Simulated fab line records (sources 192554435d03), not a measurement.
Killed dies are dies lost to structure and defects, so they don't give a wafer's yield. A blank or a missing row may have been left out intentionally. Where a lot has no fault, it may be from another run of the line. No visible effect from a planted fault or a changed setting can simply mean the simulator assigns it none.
8D (eight disciplines) problem report, filled in by code -- flow n5 finfet -- the parts of the form that need people (team, actions taken, sign-off) are left out

1. WHAT IS WRONG
CHAIN_V0 at N5_BEOL_M4_RC_MEAS_101 reads a mean of 299 ohm/link on 3 wafers of 2 lots; wafers without a fault read 238 ohm/link with a standard deviation of 8.1. That puts it +7.5 standard deviations away from the usual mean.
First observed at day 10 15:59: wafer L494.1, on prober-02. The record has a number at this step for 10 wafers belonging to 4 lots. Rule for "out" (also "out of limits"): further than 4 standard deviations from the usual mean. The rest of the wafers with a number are treated as sound.

2. WHAT IT IS, WHAT IT ISN'T
question,is,is not
which readings at this step,"CHAIN_V0, CHAIN_V0_max_site","DIBL_N, DIBL_P, IOFF_N, IOFF_P, ION_N, ION_P, SS_N, VT_N, VT_P"
which lots,"L494, L497","L484, L504"
which wafers of those lots,"L494.1, L497.1, L497.3",L494.4
read on which gauges,prober-02,prober-01
when,from day 10 15:59,up to then (4 sound wafers); but 3 sound wafers of L504 came after
where on the wafer (9 sites),all sites,-

3. THE SUSPECTS, EACH WITH WHAT RULES IT OUT
Counting: any tool at a process step up to the reading remains a suspect provided it ran every lot that is out. Sound lots after the first of them don't rule it out here, since some wafers of a struck lot are sound.
- the gauge at N5_BEOL_M4_RC_MEAS_101: kept. All the wafers that are out were read on prober-02, and no step on other tools shows them out.
- ald sin-03 at N5_BEOL_M1_ALD_98 (deposits SiO2, target thk 2.5 nm, pulse time 1 s, co reactant pulse time 1 s): kept. It processed each lot that is out (first: L494, day 8 23:13); up to then, its last sound lot is L484 (day 6 11:22).
- rie diel-04 at N5_BEOL_M1_VIA_ETCH_34 (etches the open film in C4F6/O2, target depth 67.8 nm, time 64.4 s): kept. It ran every lot that is out, first L494 (day 9 04:57).
- Within ald sin-03 at N5_BEOL_M1_ALD_98: the wafers that are out ran in chambers 1, 2; their sound lot-mates ran in chamber 3.
The count leaves ald sin-03 at N5_BEOL_M1_ALD_98, rie diel-04 at N5_BEOL_M1_VIA_ETCH_34, and prober-02 at N5_BEOL_M4_RC_MEAS_101.

4. THE CAUSE (what the simulator had put in)
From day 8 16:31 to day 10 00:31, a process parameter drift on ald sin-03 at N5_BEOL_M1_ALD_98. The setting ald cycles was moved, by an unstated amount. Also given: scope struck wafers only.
Counting left 3 suspects, and this tool is among them.

5. SEQUENCE OF EFFECTS, ordered by route
Rows list readings where the struck wafers' mean (over those with a number) sits beyond 3 standard deviations from the usual. Only readings for which the record gives a usual standard deviation are gone through. hours: the time from each lot's start at the first step in this table that gives one to its start at this step, as a median over the lots. sigmas: the change in usual standard deviations.
hours,step,reading,usual,on struck wafers,change,sigmas
0,N5_BEOL_M4_RC_MEAS_101,CHAIN_V0,238 ohm/link,299,+61,+7.5
0,N5_BEOL_M4_RC_MEAS_101,CHAIN_V0_max_site,247 ohm/link,312,+65,+7.3
110,N5_PASSIVATION_PROBE_49,defect limited yield,91.2 %,78.1,-13.1,-8.2
110,N5_PASSIVATION_PROBE_49,killed_at_M0_to_M3,33,166,+133,+12
110,N5_PASSIVATION_PROBE_49,killed dies,104,258,+154,+8.1
110,N5_PASSIVATION_PROBE_49,killed on rim,14,52,+38,+9.4
110,N5_PASSIVATION_PROBE_49,sort_bin_5_function,5.2 %,17.6,+12.4,+13
110,N5_PASSIVATION_PROBE_49,sort n pass,1076,922,-154,-8.1
110,N5_PASSIVATION_PROBE_49,sort yield pct,91.2 %,78.1,-13.1,-8.2
The process steps in it:
- N5_PASSIVATION_PROBE_49

6. HOW IT WOULD HAVE BEEN CAUGHT EARLIER
47 hours passed between the start of the fault at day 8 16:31 and the first reading out of limits at a measuring or inspecting step in this record, taken at day 10 15:59.
No tool reading at N5_BEOL_M1_ALD_98 that has a usual standard deviation in the record was out on any struck wafer, so an alarm limit of 4 standard deviations on those readings would not have fired.
Each of the lots that are out, 2 in all, had begun N5_BEOL_M1_ALD_98 on ald sin-03 no later than day 10 15:59. A hold on the tool at that time would have spared none of them.
